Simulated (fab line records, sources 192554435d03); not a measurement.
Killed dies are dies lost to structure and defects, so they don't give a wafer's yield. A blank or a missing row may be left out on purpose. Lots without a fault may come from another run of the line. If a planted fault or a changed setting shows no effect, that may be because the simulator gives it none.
fab line records	flow n5-finfet	part 1 of 2: steps 1 to 15 of 26
[record] lots = 5	wafers = 15	last-day = 17
route steps=1938 shown BEOL_M7@1295
lots untouched by any fault: they come from a run of this same line in which no faults occurred
start-h: hours from the record's opening day to when the first of the lot's shown wafers began	wait-h: hours since the lot's step before	" as in the row above	L1.1+2: one row covering several wafers at once	- no value, or no start given	* or withheld: withheld	< > ~ a bound
route shown NAME@n: NAME is a module with steps in the file, n the number in the route of the first one	usual: mean/standard deviation of fault-free wafers	same: alike in all rows	chamber/n: place in a boat	sites: readings site by site	_std_site: the values' standard deviation	_edge_site: outer sites' mean less inner sites'	radius-mm: for every site, how far away it sits from the centre of the wafer	mask NAME#n: copy n	behind: tool/chamber where the wafer was last shaped	hold: why the lot went on hold/how many hours it stayed there/how the hold came to an end	device: names the non-switching transistor (n, p or np)	end of line: tests of these same wafers at the route's end	a step given without rows: its recipe and nothing more	killed: not the wafer's yield, but the dies lost to structure and defects at the first sort	map: a wafer's dies, marking killed ones x, the rest . and places with no die _
set.NAME: the setting as run; set.NAME@STEP: as run at that earlier step	model.NAME: the simulator's own value behind a step, which no gauge read
lots at some steps of the route; a table a step, a row a wafer
services: the hour from which a tool's chamber was out of use, counted from the record's first day as start-h (under 0 if before that day), plus the number of hours and why
[[steps]]
[step N5_BEOL_M7_DEVELOP_27]
[recipe] develop-time-s = 30	developer = TMAH	resist = CAR-EUV	rinse-liquid = surfactant-rinse	dry = air-spin	dev-temp-c = 23
[usual] resist-line-temp-C = 23.00/0.092
lot.wafer	tool	chamber	start-h	wait-h	resist-line-temp-C
L075.1	litho-track-03	0	-	-	22.97
L075.2	"	0	"	"	22.89
L075.6	"	0	"	"	22.89
L081.2	litho-track-03	0	-	-	22.92
L081.4	"	0	"	"	22.99
L081.5	"	0	"	"	23.01
L089.2	litho-track-01	0	-	-	23.16
L089.5	"	0	"	"	23.06
L089.6	"	0	"	"	23.05
L092.1	litho-track-01	0	-	-	22.98
L092.4	"	0	"	"	22.94
L092.5	"	0	"	"	22.95
L094.3	litho-track-02	0	-	-	22.92
L094.4	"	0	"	"	22.87
L094.5	"	0	"	"	22.86
[step N5_BEOL_M7_CD_MEAS_28]
[recipe] target-cd-nm = 40	landing-energy-ev = 500	detector = se-inlens
[usual] cd-nm = 40.04/0.21
[same] landing-energy-ev = 500
lot.wafer	tool	chamber	start-h	wait-h	cd-nm
L075.1	cd-sem-01	0	205.43	-	39.89
L075.2	"	0	"	"	40.04
L075.6	"	0	"	"	40.10
L081.2	cd-sem-03	0	241.38	-	39.85
L081.4	"	0	"	"	39.88
L081.5	"	0	"	"	40.12
L089.2	cd-sem-01	0	282.39	-	40.39
L089.5	"	0	"	"	40.30
L089.6	"	0	"	"	39.75
L092.1	cd-sem-01	0	306.24	-	40.20
L092.4	"	0	"	"	39.98
L092.5	"	0	"	"	40.07
L094.3	cd-sem-02	0	319.23	-	40.36
L094.4	"	0	"	"	40.28
L094.5	"	0	"	"	40.54
[step N5_BEOL_M7_OVL_MEAS_29]
[recipe] points-per-wafer = 522
[usual] V6_OVL = 0.3/0.65
lot.wafer	tool	chamber	start-h	wait-h	V6_OVL[nm]
L075.1	overlay-02	0	205.46	0.0	-0.3
L075.2	"	0	"	"	-0.9
L075.6	"	0	"	"	-1.0
L081.2	overlay-02	0	241.41	0.0	-0.6
L081.4	"	0	"	"	-0.6
L081.5	"	0	"	"	-0.1
L089.2	overlay-02	0	282.43	0.0	-0.2
L089.5	"	0	"	"	0.8
L089.6	"	0	"	"	-0.1
L092.1	overlay-02	0	306.27	0.0	0.8
L092.4	"	0	"	"	0.3
L092.5	"	0	"	"	1.5
L094.3	overlay-01	0	319.27	0.0	0.5
L094.4	"	0	"	"	-0.2
L094.5	"	0	"	"	0.2
[step N5_BEOL_M7_INSPECT_30]
[recipe] mode = adi	inspect-instrument = brightfield
[usual] raw-defect-count = 467/100
lot.wafer	tool	chamber	start-h	wait-h	raw-defect-count
L075.1	defect-inspect-01	-	205.52	0.1	513
L075.2	"	-	"	"	729
L075.6	"	-	"	"	503
L081.2	defect-inspect-02	-	241.47	0.0	549
L081.4	"	-	"	"	661
L081.5	"	-	"	"	442
L089.2	defect-inspect-02	-	282.48	0.0	454
L089.5	"	-	"	"	321
L089.6	"	-	"	"	594
L092.1	defect-inspect-01	-	306.33	0.1	600
L092.4	"	-	"	"	636
L092.5	"	-	"	"	709
L094.3	defect-inspect-01	-	319.32	0.0	471
L094.4	"	-	"	"	418
L094.5	"	-	"	"	313
[step N5_BEOL_M7_DESCUM_33]
[recipe] chemistry = O2	time-s = 7	source-power-w = 50	bias-power-w = 20	pressure-mtorr = 20	rf-frequency-hz = 2.712e+07	temp-c = 40	resist = CAR-EUV	o2-flow-sccm = 225
[usual] drypump-motor-current-A = 5.80/0.28	oes-product-au = 0.77/0.092	rf-fwd-power-W = 49.38/0.21	rf-vpp-V = 242.9/1.4	showerhead-plenum-p-Torr = 2.08/0.056	throttle-valve-pct = 20.54/0.22
[same] time-s = 7
lot.wafer	tool	chamber	start-h	wait-h	drypump-motor-current-A	oes-product-au	rf-fwd-power-W	rf-hours-counter-h	rf-vpp-V	showerhead-plenum-p-Torr	throttle-valve-pct
L075.1	rie-diel-06	2	205.56	0.0	5.78	0.73	49.31	187	243.0	2.16	20.53
L075.2	"	3	"	"	6.14	0.80	49.33	89	242.5	2.03	20.57
L075.6	"	0	"	"	5.85	0.67	49.57	-	242.7	2.15	20.83
L081.2	rie-diel-02	1	241.50	0.0	5.90	0.69	49.41	228	242.2	2.06	20.78
L081.4	"	2	"	"	5.31	0.75	49.40	-	242.1	2.02	20.34
L081.5	"	1	"	"	5.90	0.70	49.33	-	243.1	2.06	20.76
L089.2	rie-diel-02	3	284.37	1.9	5.58	0.97	49.32	13	244.2	2.14	20.26
L089.5	"	1	"	"	5.88	0.68	49.24	-	242.1	2.05	20.80
L089.6	"	2	"	"	5.30	0.75	49.61	-	240.9	2.01	20.39
L092.1	rie-diel-06	1	306.44	0.1	5.97	0.92	49.24	25	244.4	2.15	20.17
L092.4	"	2	"	"	5.79	0.70	49.13	225	243.9	2.15	20.57
L092.5	"	0	"	"	5.85	0.91	49.80	-	244.4	2.14	20.48
L094.3	rie-diel-02	2	319.35	0.0	5.30	0.74	49.63	194	241.2	2.00	20.40
L094.4	"	3	"	"	5.58	0.93	49.31	-	243.6	2.14	20.28
L094.5	"	0	"	"	6.08	0.72	49.32	-	244.7	2.08	20.77
[step N5_BEOL_M7_ETCH_72]
[recipe] chemistry = N2/H2	target = underlayer	target-depth-a = 65	mask-material = CAR-EUV	time-s = 5.2	ion-energy-ev = 200	pressure-mtorr = 30	source-w = 840	bias-w = 150	n2-flow-sccm = 200	h2-flow-sccm = 200	ends = cleared
[usual] drypump-motor-current-A = 5.80/0.28	etch-rf-on-time-s = 5.23/0.092	oes-product-au = 0.66/0.076	rf-fwd-power-W = 819.3/2.5	rf-vpp-V = 523.8/2.4	showerhead-plenum-p-Torr = 2.53/0.069	throttle-valve-pct = 17.94/0.23
lot.wafer	tool	chamber	start-h	wait-h	drypump-motor-current-A	etch-rf-on-time-s	oes-product-au	rf-fwd-power-W	rf-hours-counter-h	rf-vpp-V	showerhead-plenum-p-Torr	throttle-valve-pct
L075.1	rie-diel-06	2	205.59	0.0	5.79	5.11	0.63	818.7	187	528.2	2.64	18.05
L075.2	"	3	"	"	6.14	5.31	0.67	821.8	89	521.1	2.46	17.99
L075.6	"	0	"	"	5.84	5.29	0.58	818.7	-	524.8	2.61	18.14
L081.2	rie-diel-02	1	241.53	0.0	5.90	5.12	0.61	824.2	228	524.3	2.50	18.19
L081.4	"	2	"	"	5.32	5.16	0.64	814.1	-	524.7	2.44	17.78
L081.5	"	1	"	"	5.90	5.16	0.60	820.3	-	519.8	2.50	18.17
L089.2	rie-diel-02	3	284.41	0.0	5.59	5.21	0.81	822.3	13	522.8	2.59	17.66
L089.5	"	1	"	"	5.91	5.27	0.58	816.7	-	525.2	2.49	18.18
L089.6	"	2	"	"	5.32	5.29	0.63	818.1	-	519.3	2.44	17.80
L092.1	rie-diel-06	1	306.48	0.0	5.96	5.08	0.76	815.8	25	525.0	2.60	17.47
L092.4	"	2	"	"	5.78	5.17	0.60	817.7	225	524.9	2.62	18.10
L092.5	"	0	"	"	5.81	5.18	0.76	821.2	-	527.4	2.59	17.76
L094.3	rie-diel-02	2	319.39	0.0	5.34	5.25	0.62	817.9	194	522.1	2.43	17.83
L094.4	"	3	"	"	5.60	5.25	0.79	815.3	-	525.5	2.59	17.67
L094.5	"	0	"	"	6.09	5.33	0.62	820.2	-	523.9	2.52	18.19
[step N5_BEOL_M7_ETCH_65]
[recipe] chemistry = CF4	target = SiARC	target-depth-a = 156	mask-material = CAR-EUV	time-s = 26	ion-energy-ev = 80	pressure-mtorr = 40	source-w = 545	bias-w = 36	Ar_flow_sccm = 100	cf4-flow-sccm = 100	ends = cleared
[usual] drypump-motor-current-A = 5.79/0.28	etch-rf-on-time-s = 26.1/0.43	oes-product-au = 0.66/0.077	rf-fwd-power-W = 532.5/2.4	rf-vpp-V = 183.9/1.1	showerhead-plenum-p-Torr = 2.13/0.056	throttle-valve-pct = 15.72/0.25
lot.wafer	tool	chamber	start-h	wait-h	drypump-motor-current-A	etch-rf-on-time-s	oes-product-au	rf-fwd-power-W	rf-hours-counter-h	rf-vpp-V	showerhead-plenum-p-Torr	throttle-valve-pct
L075.1	rie-diel-06	2	205.61	0.0	5.79	25.8	0.62	532.4	187	186.0	2.22	15.79
L075.2	"	3	"	"	6.13	26.6	0.68	530.9	89	182.8	2.08	15.72
L075.6	"	0	"	"	5.83	26.5	0.57	536.1	-	185.4	2.20	16.07
L081.2	rie-diel-02	1	241.55	0.0	5.90	26.1	0.60	530.8	228	183.0	2.11	16.01
L081.4	"	2	"	"	5.33	26.2	0.65	536.9	-	183.2	2.06	15.49
L081.5	"	1	"	"	5.92	25.8	0.60	528.8	-	183.7	2.11	16.00
L089.2	rie-diel-02	3	284.42	0.0	5.58	26.1	0.81	530.1	13	184.3	2.19	15.41
L089.5	"	1	"	"	5.91	26.3	0.58	529.8	-	183.4	2.11	16.03
L089.6	"	2	"	"	5.32	26.3	0.63	535.5	-	183.4	2.05	15.50
L092.1	rie-diel-06	1	306.49	0.0	5.95	25.2	0.78	531.8	25	185.2	2.18	15.28
L092.4	"	2	"	"	5.77	25.8	0.60	532.2	225	184.1	2.21	15.88
L092.5	"	0	"	"	5.85	26.1	0.76	534.0	-	184.2	2.19	15.63
L094.3	rie-diel-02	2	319.41	0.0	5.31	26.0	0.62	533.3	194	183.6	2.04	15.53
L094.4	"	3	"	"	5.59	25.8	0.78	531.2	-	184.1	2.18	15.43
L094.5	"	0	"	"	6.08	26.4	0.62	530.6	-	183.1	2.13	15.95
[step N5_BEOL_M7_ETCH_66]
[recipe] chemistry = N2/H2	target = SOC	target-depth-a = 800	overetch-a = 160	mask-material = SiARC	temp-c = 40	time-s = 120	ion-energy-ev = 200	pressure-mtorr = 30	source-w = 840	bias-w = 150	n2-flow-sccm = 200	h2-flow-sccm = 200
[usual] drypump-motor-current-A = 5.80/0.28	oes-product-au = 0.59/0.066	rf-fwd-power-W = 835.8/2.6	rf-vpp-V = 523.5/2	showerhead-plenum-p-Torr = 2.53/0.069	throttle-valve-pct = 17.90/0.23
[same] time-s = 120
lot.wafer	tool	chamber	start-h	wait-h	drypump-motor-current-A	oes-product-au	rf-fwd-power-W	rf-hours-counter-h	rf-vpp-V	showerhead-plenum-p-Torr	throttle-valve-pct
L075.1	rie-diel-06	2	205.64	0.0	5.77	0.56	831.6	187	527.2	2.64	18.00
L075.2	"	3	"	"	6.16	0.61	831.0	89	521.7	2.46	17.93
L075.6	"	0	"	"	5.84	0.52	837.7	-	525.0	2.61	18.11
L081.2	rie-diel-02	1	241.58	0.0	5.91	0.54	836.5	228	523.3	2.50	18.12
L081.4	"	2	"	"	5.32	0.58	836.1	-	521.0	2.44	17.73
L081.5	"	1	"	"	5.90	0.54	833.6	-	524.3	2.50	18.13
L089.2	rie-diel-02	3	284.45	0.0	5.59	0.72	836.5	13	524.4	2.59	17.64
L089.5	"	1	"	"	5.93	0.53	835.6	-	522.9	2.49	18.14
L089.6	"	2	"	"	5.34	0.57	834.5	-	522.0	2.44	17.75
L092.1	rie-diel-06	1	306.52	0.0	5.96	0.69	834.4	25	524.6	2.60	17.45
L092.4	"	2	"	"	5.78	0.53	837.3	225	525.9	2.62	18.06
L092.5	"	0	"	"	5.82	0.69	837.4	-	526.8	2.59	17.72
L094.3	rie-diel-02	2	319.43	0.0	5.30	0.56	833.4	194	519.7	2.43	17.78
L094.4	"	3	"	"	5.60	0.70	839.4	-	525.0	2.59	17.64
L094.5	"	0	"	"	6.10	0.56	834.5	-	524.5	2.52	18.15
[step N5_BEOL_M7_STRIP_69]
[recipe] chemistry = N2/H2	temp-c = 40	n2-flow-sccm = 200	h2-flow-sccm = 200	rf-frequency-hz = 6e+07
lot.wafer	tool	chamber	start-h	wait-h
L075.1+2+6	rie-diel-06	2,3,0	205.72	0.0
L081.2+4+5	rie-diel-02	1,2,1	241.66	0.0
L089.2+5+6	rie-diel-02	3,1,2	284.53	0.0
L092.1+4+5	rie-diel-06	1,2,0	306.60	0.0
L094.3+4+5	rie-diel-02	2,3,0	319.51	0.0
[step N5_BEOL_M7_STRIP_73]
[recipe] chemistry = N2/H2	temp-c = 40	n2-flow-sccm = 200	h2-flow-sccm = 200	rf-frequency-hz = 6e+07
lot.wafer	tool	chamber	start-h	wait-h
L075.1+2+6	rie-diel-06	2,3,0	205.73	0.0
L081.2+4+5	rie-diel-02	1,2,1	241.67	0.0
L089.2+5+6	rie-diel-02	3,1,2	284.54	0.0
L092.1+4+5	rie-diel-06	1,2,0	306.61	0.0
L094.3+4+5	rie-diel-02	2,3,0	319.52	0.0
[step N5_BEOL_M7_VIA_ETCH_34]
[recipe] chemistry = C4F6/O2	target = SiCOH_lowk	target-depth-a = 1255	mask-material = SOC	taper-deg = 4	time-s = 50.5	ion-energy-ev = 250	pressure-mtorr = 30	source-w = 345	bias-w = 185	Ar_flow_sccm = 300	C4F6_flow_sccm = 10	O2_flow_sccm = 10
[usual] drypump-motor-current-A = 5.80/0.28	oes-product-au = 0.77/0.091	rf-fwd-power-W = 341.4/1.4	rf-vpp-V = 667/5.3	showerhead-plenum-p-Torr = 2.83/0.074	throttle-valve-pct = 20.98/0.24
[same] time-s = 50.5
lot.wafer	tool	chamber	start-h	wait-h	drypump-motor-current-A	oes-product-au	rf-fwd-power-W	rf-hours-counter-h	rf-vpp-V	showerhead-plenum-p-Torr	throttle-valve-pct
L075.1	rie-diel-06	2	205.74	0.0	5.79	0.73	339.9	187	673	2.95	21.06
L075.2	"	3	"	"	6.14	0.81	342.3	89	674	2.76	21.03
L075.6	"	0	"	"	5.86	0.68	341.2	-	671	2.91	21.24
L081.2	rie-diel-02	1	241.68	0.0	5.90	0.70	341.5	228	669	2.81	21.26
L081.4	"	2	"	"	5.35	0.75	342.2	-	661	2.73	20.74
L081.5	"	1	"	"	5.92	0.70	340.7	-	669	2.81	21.24
L089.2	rie-diel-02	3	284.55	0.0	5.60	0.96	342.7	13	661	2.90	20.73
L089.5	"	1	"	"	5.91	0.68	340.5	-	669	2.80	21.26
L089.6	"	2	"	"	5.33	0.74	342.1	-	662	2.73	20.74
L092.1	rie-diel-06	1	306.62	0.0	5.97	0.91	339.7	25	679	2.90	20.56
L092.4	"	2	"	"	5.78	0.70	338.4	225	673	2.93	21.10
L092.5	"	0	"	"	5.85	0.90	343.9	-	669	2.90	20.95
L094.3	rie-diel-02	2	319.53	0.0	5.31	0.73	342.3	194	661	2.72	20.78
L094.4	"	3	"	"	5.61	0.92	341.4	-	661	2.90	20.74
L094.5	"	0	"	"	6.08	0.71	339.1	-	667	2.83	21.23
[step N5_BEOL_M7_STRIP_76]
[recipe] chemistry = C4F6/O2	resist = SiARC	rf-frequency-hz = 6e+07
lot.wafer	tool	chamber	start-h	wait-h
L075.1+2+6	rie-diel-06	2,3,0	205.78	0.0
L081.2+4+5	rie-diel-02	1,2,1	241.72	0.0
L089.2+5+6	rie-diel-02	3,1,2	284.59	0.0
L092.1+4+5	rie-diel-06	1,2,0	306.66	0.0
L094.3+4+5	rie-diel-02	2,3,0	319.58	0.0
[step N5_BEOL_M7_STRIP_36]
[recipe] chemistry = N2/H2	power-w = 450	temp-c = 40	pressure-mtorr = 20	rf-frequency-hz = 6e+07	overash-fraction = 0.3	bias-power-w = 7	h2-frac = 0.5	n2-flow-sccm = 200	h2-flow-sccm = 200
[usual] drypump-motor-current-A = 5.80/0.28	oes-product-au = 0.77/0.092	power-w = 449.8/1.3	rf-vpp-V = 59.1/1.8	showerhead-plenum-p-Torr = 2.52/0.069	throttle-valve-pct = 23.71/0.24
lot.wafer	tool	chamber	start-h	wait-h	drypump-motor-current-A	oes-product-au	power-w	rf-hours-counter-h	rf-vpp-V	showerhead-plenum-p-Torr	throttle-valve-pct
L075.1	rie-diel-06	2	205.79	0.0	5.78	0.73	448.0	187	59.4	2.63	23.81
L075.2	"	3	"	"	6.16	0.79	448.9	89	56.9	2.45	23.80
L075.6	"	0	"	"	5.83	0.68	449.1	-	59.3	2.60	23.76
L081.2	rie-diel-02	1	241.73	0.0	5.89	0.70	449.9	228	61.1	2.50	23.87
L081.4	"	2	"	"	5.30	0.76	450.1	-	60.8	2.44	23.55
L081.5	"	1	"	"	5.88	0.70	449.3	-	61.2	2.50	23.91
L089.2	rie-diel-02	3	284.60	0.0	5.58	0.96	449.3	13	59.1	2.59	23.45
L089.5	"	1	"	"	5.91	0.69	452.0	-	57.8	2.49	23.91
L089.6	"	2	"	"	5.34	0.74	449.2	-	59.1	2.43	23.54
L092.1	rie-diel-06	1	306.67	0.0	5.94	0.92	451.2	25	58.6	2.59	23.13
L092.4	"	2	"	"	5.77	0.70	453.8	225	63.0	2.62	23.87
L092.5	"	0	"	"	5.84	0.89	449.6	-	58.7	2.59	23.42
L094.3	rie-diel-02	2	319.59	0.0	5.32	0.74	451.7	194	58.2	2.43	23.60
L094.4	"	3	"	"	5.59	0.93	449.9	-	60.1	2.58	23.51
L094.5	"	0	"	"	6.09	0.72	450.1	-	60.8	2.51	23.99
[step N5_BEOL_M7_TRENCH_ETCH_37]
[recipe] chemistry = C4F6/O2	target-depth-a = 934.78	target = SiCOH_lowk	time-s = 31.2	ion-energy-ev = 250	pressure-mtorr = 30	source-w = 345	bias-w = 185	Ar_flow_sccm = 300	C4F6_flow_sccm = 10	O2_flow_sccm = 10
[usual] drypump-motor-current-A = 5.80/0.28	oes-product-au = 0.77/0.091	rf-fwd-power-W = 340.2/1.7	rf-vpp-V = 667/5.4	showerhead-plenum-p-Torr = 2.83/0.074	throttle-valve-pct = 21.02/0.24
[same] time-s = 31.2
lot.wafer	tool	chamber	start-h	wait-h	drypump-motor-current-A	oes-product-au	rf-fwd-power-W	rf-hours-counter-h	rf-vpp-V	showerhead-plenum-p-Torr	throttle-valve-pct
L075.1	rie-diel-06	2	-	-	5.77	0.74	339.4	187	672	2.95	21.10
L075.2	"	3	"	"	6.14	0.81	339.7	89	674	2.76	21.06
L075.6	"	0	"	"	5.85	0.67	341.3	-	669	2.91	21.27
L081.2	rie-diel-02	1	-	-	5.91	0.70	340.2	228	668	2.81	21.28
L081.4	"	2	"	"	5.29	0.76	342.3	-	660	2.73	20.75
L081.5	"	1	"	"	5.90	0.70	339.5	-	669	2.81	21.28
L089.2	rie-diel-02	3	-	-	5.59	0.95	340.4	13	660	2.90	20.73
L089.5	"	1	"	"	5.90	0.69	339.2	-	670	2.80	21.30
L089.6	"	2	"	"	5.30	0.75	340.2	-	660	2.73	20.78
L092.1	rie-diel-06	1	-	-	5.95	0.91	337.7	25	679	2.90	20.59
L092.4	"	2	"	"	5.78	0.71	338.7	225	672	2.93	21.14
L092.5	"	0	"	"	5.85	0.89	342.0	-	668	2.90	20.95
L094.3	rie-diel-02	2	-	-	5.31	0.74	342.4	194	661	2.72	20.80
L094.4	"	3	"	"	5.61	0.92	341.9	-	660	2.90	20.76
L094.5	"	0	"	"	6.09	0.72	337.6	-	665	2.83	21.26
[step N5_BEOL_M7_ETCH_41]
[recipe] chemistry = CH3F/O2	target = SiCN	target-depth-a = 319	taper-deg = 2	time-s = 57.8	ion-energy-ev = 120	mask-material = TiN	pressure-mtorr = 30	source-w = 395	bias-w = 75	Ar_flow_sccm = 150	CH3F_flow_sccm = 30	O2_flow_sccm = 20
[usual] drypump-motor-current-A = 5.80/0.28	oes-product-au = 0.77/0.09	rf-fwd-power-W = 391.4/1.7	rf-vpp-V = 297.1/1.4	showerhead-plenum-p-Torr = 1.99/0.054	throttle-valve-pct = 16.42/0.25
[same] time-s = 57.8
lot.wafer	tool	chamber	start-h	wait-h	drypump-motor-current-A	oes-product-au	rf-fwd-power-W	rf-hours-counter-h	rf-vpp-V	showerhead-plenum-p-Torr	throttle-valve-pct
L075.1	rie-diel-06	2	-	-	5.77	0.73	390.0	187	296.9	2.07	16.49
L075.2	"	3	"	"	6.18	0.80	391.7	89	296.8	1.94	16.43
L075.6	"	0	"	"	5.83	0.68	394.8	-	298.9	2.05	16.74
L081.2	rie-diel-02	1	-	-	5.90	0.70	390.0	228	297.0	1.97	16.70
L081.4	"	2	"	"	5.32	0.75	395.0	-	296.2	1.92	16.18
L081.5	"	1	"	"	5.89	0.69	388.8	-	295.3	1.97	16.69
L089.2	rie-diel-02	3	-	-	5.61	0.95	388.9	13	297.9	2.04	16.13
L089.5	"	1	"	"	5.89	0.68	392.2	-	296.3	1.97	16.73
L089.6	"	2	"	"	5.30	0.74	390.7	-	297.0	1.91	16.21
L092.1	rie-diel-06	1	-	-	5.96	0.91	389.1	25	297.4	2.04	15.98
L092.4	"	2	"	"	5.79	0.70	390.1	225	297.7	2.06	16.57
L092.5	"	0	"	"	5.86	0.89	394.9	-	298.7	2.04	16.32
L094.3	rie-diel-02	2	-	-	5.27	0.73	392.6	194	296.3	1.91	16.26
L094.4	"	3	"	"	5.57	0.92	389.6	-	298.6	2.04	16.11
L094.5	"	0	"	"	6.09	0.71	391.4	-	296.4	1.99	16.67
